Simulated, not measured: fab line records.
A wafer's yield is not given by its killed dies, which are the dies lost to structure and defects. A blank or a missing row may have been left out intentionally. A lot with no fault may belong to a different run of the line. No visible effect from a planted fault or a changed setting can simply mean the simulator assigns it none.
A lot that was struck, set against a sound lot -- flow nand_harc -- 42 out of 1302 route steps
Sound: these wafers, L830.4, L830.5, L830.6. Wafers struck: L836.1, L836.3, L836.6. Last of all comes the cause.
Order at every step that has rows: each side's tool, ch and its chambers, its first start. Under that, the readings that differ: sound wafers -- struck wafers -- difference of the means -- sigmas: that difference in standard deviations of wafers without a fault.
alike: a reading whose means differ by less than 2 such deviations, as well as words and numbers matching on both sides. not compared: withheld readings; readings where some wafer has no value; bounds like >300 that might hide an equal value; numbers whose values overlap and for which the record gives no deviation.
The two part at a step that has a row with sigmas, a row that says differs or no value, or rows on one side only. Numbers that have no deviation but don't overlap get no sigmas and don't part them. Lack of a reading on every wafer of one side parts them only where that side has two or more wafers.

first, 4 steps without rows for these wafers: NHARC_THIN_TSV_EBR_08; NHARC_THIN_TSV_EXPOSE_09 (exposes mask TSV); NHARC_THIN_TSV_PEB_10 (peb time 85 s); NHARC_THIN_TSV_DEVELOP_11 (time 70 s).
NHARC_THIN_TSV_CD_MEAS_12: the cd target is 1000 nm.
  sound on cd_sem-03 ch 0, day 24 17:47; struck on cd_sem-02 ch 0, day 27 18:14
  alike: cd_nm
then, 2 steps without rows for these wafers: NHARC_THIN_TSV_HARDBAKE_13 (time 80 s); NHARC_THIN_TSV_DESCUM_14 (chemistry O2, time 3 s).
NHARC_THIN_TSV_ETCH_44: etches the open film in CF4/O2, target depth 1594.2 nm, time 797.1 s.
  sound on rie_diel-03 ch 2,3, day 24 18:25; struck on rie_diel-08 ch 0,1,3, day 27 18:29
  alike: drypump_motor_current_A, oes_product_au, rf_vpp_V, showerhead_plenum_p_Torr, throttle_valve_pct
  not compared: rf_hours_counter_h
then, 1 step without rows for these wafers: NHARC_THIN_TSV_ETCH_15 (target depth 3000 nm, bosch target overetch cycles 2, bosch etch step 2.8 s).
NHARC_THIN_TSV_CD_MEAS_16:
  sound on cd_sem-02 at day 24 19:08; struck on cd_sem-02 at day 27 19:13
  alike: cd_nm
then, 2 steps without rows for these wafers: NHARC_THIN_TSV_STRIP_45 (strips in O2); NHARC_THIN_TSV_STRIP_46 (strips in post etch residue remover, time 1200 s).
NHARC_THIN_TSV_DEP_47: deposits SiO2, target thk 200 nm.
  sound on pecvd-02 ch 0,1,2, day 24 20:08; struck on pecvd-02 ch 0,1,2, day 27 20:05
  alike: throttle_valve_pct
then, 5 steps without rows for these wafers: NHARC_THIN_TSV_ETCHBACK_48 (etches the open film in C4F8/Ar, target depth 1028.5 nm, time 405.17 s); NHARC_THIN_TSV_STRIP_62 (strips in N2/H2, time 20 s); NHARC_THIN_TSV_DEGAS_49 (time 120 s); NHARC_THIN_TSV_PRE_CLEAN_50 (time 30 s); NHARC_THIN_TSV_PVD_19 (deposits TaN, target thk 20 nm).
NHARC_THIN_TSV_PVD_51: deposits Cu, target thk 100 nm.
  sound on pvd_sputter-01; struck on pvd_sputter-01
  alike: throttle_valve_pct
then, 1 step without rows for these wafers: NHARC_THIN_TSV_ECD_20 (material Cu, target thk 2000 nm).
NHARC_THIN_TSV_ANNEAL_52: time 90 s.
  sound on rtp_anneal-02 ch 0, day 24 22:16; struck on rtp_anneal-01 ch 0, day 27 22:12
  alike: anneal_temp_c, wafer_temp_C_max
then, 2 steps without rows for these wafers: NHARC_THIN_TSV_CMP_21 (polishes, t overpolish 30 s, target thk 2000 nm); NHARC_THIN_TSV_SRD_23.
NHARC_THIN_TSV_DEGAS_53: time 60 s.
  sound on pvd_sputter-03 at day 24 22:57; struck on pvd_sputter-01 at day 27 23:02
  alike: heater_power_w
then, 11 steps without rows for these wafers: NHARC_THIN_TSV_PRE_CLEAN_54 (time 30 s); NHARC_THIN_TSV_PVD_55 (deposits TiN, target thk 50 nm); NHARC_THIN_TSV_PVD_24 (deposits Al, target thk 800 nm); NHARC_THIN_TSV_DEHYDRATE_25 (time 120 s); NHARC_THIN_TSV_HMDS_26 (time 30 s); NHARC_THIN_TSV_COAT_27; NHARC_THIN_TSV_SOFTBAKE_28 (time 95 s); NHARC_THIN_TSV_EBR_29; NHARC_THIN_TSV_EXPOSE_30 (exposes mask PAD); NHARC_THIN_TSV_PEB_31 (peb time 85 s); NHARC_THIN_TSV_DEVELOP_32 (time 70 s).
NHARC_THIN_TSV_CD_MEAS_33: the cd target is 5000 nm.
  sound on cd_sem-01 ch 0, day 25 00:05; struck on cd_sem-03 ch 0, day 28 00:08
  alike: cd_nm
then, 2 steps without rows for these wafers: NHARC_THIN_TSV_HARDBAKE_34 (time 80 s); NHARC_THIN_TSV_DESCUM_35 (chemistry O2, time 3 s).
NHARC_THIN_TSV_ETCH_59: etches the open film in Cl2/BCl3, target depth 880 nm, time 138.1 s.
  sound on rie_metal-02 ch 0,1, day 25 00:26; struck on rie_metal-01 ch 0,1, day 28 00:26
  alike: drypump_motor_current_A, oes_product_au, throttle_valve_pct
  not compared: rf_hours_counter_h
then, 2 steps without rows for these wafers: NHARC_THIN_TSV_ETCH_36 (etches the open film in Cl2/BCl3, target depth 65 nm, time 18.571 s); NHARC_THIN_TSV_STRIP_56 (strips in O2).
NHARC_END_SORT_01:
  at this point the record logs the struck wafers (prober-01 ch 0, day 28 07:43) and has no rows for the sound ones

## WHERE THEY PART
At NHARC_END_SORT_01 and nowhere else, as far as this record goes.

WHY: what had been put in by the simulator
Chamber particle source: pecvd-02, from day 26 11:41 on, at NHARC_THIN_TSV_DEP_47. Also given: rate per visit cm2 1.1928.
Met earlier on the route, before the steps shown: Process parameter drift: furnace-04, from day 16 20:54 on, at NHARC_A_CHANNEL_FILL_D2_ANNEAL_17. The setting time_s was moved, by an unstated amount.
